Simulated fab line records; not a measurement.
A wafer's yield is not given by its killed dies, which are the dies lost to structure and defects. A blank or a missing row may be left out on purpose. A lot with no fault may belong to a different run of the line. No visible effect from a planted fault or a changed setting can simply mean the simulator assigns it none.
Chamber matching ; flow n5 finfet ; N5_BEOL_M7_CURE_75 on uv cure-02: 3 sister chambers
The step cures SiCOH lowk, time 120 s. 6 wafers are shown with their chamber, then 9 later ones without.

== WAFERS PAIRED WITH THEIR CHAMBERS ==
wafer;chamber;wafer_temp_C_max;lamp power pct (%)
L085.4;1;371.4;52.32
L085.5;1;371.4;52.41
L088.4;0;371.6;52.31
L088.5;0;371.5;52.32
L089.3;2;373.5;52.26
L089.6;2;372.7;52.40

== WAFERS WHOSE CHAMBER IS MISSING ==
wafer;wafer_temp_C_max;lamp power pct (%)
L092.1;371.5;52.34
L092.2;371.3;52.34
L092.3;371.1;52.29
L095.1;371.7;52.31
L095.4;371.8;52.28
L095.5;371.3;52.30
L097.2;371.8;52.29
L097.3;371.3;52.33
L097.6;372.0;52.42

== THE CHAMBER EACH PASSED THROUGH ==
wafer;from the rows above;in truth
L092.1;can't be placed: 0 or 1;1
L092.2;can't be placed: 1 or 0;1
L092.3;can't be placed: 0 or 1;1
L095.1;can't be placed: 0 or 1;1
L095.4;can't be placed: 0 or 1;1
L095.5;can't be placed: 0 or 1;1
L097.2;can't be placed: 0 or 1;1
L097.3;can't be placed: 1 or 0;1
L097.6;can't be placed: 1 or 0 or 2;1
0 of 9 placed correctly. From these rows, 9 cannot be placed; in 9 the true chamber is one of the candidates. Number placed wrongly: 0.
How it was worked out, from the rows above alone: a wafer's distance from a chamber is the root of the sum, over the readings, of the square of ((its reading less the chamber's mean) divided by the reading's scatter). If the next closest chamber is less than 2 further off than the closest, the wafer can't be placed; otherwise it belongs to the closest. For every chamber, the mean is computed from those of its wafers that are shown. How the scatter is found: for the shown wafers, subtract from each reading the mean of its chamber, square and add these, divide the total by (wafers less chambers), then take the root.
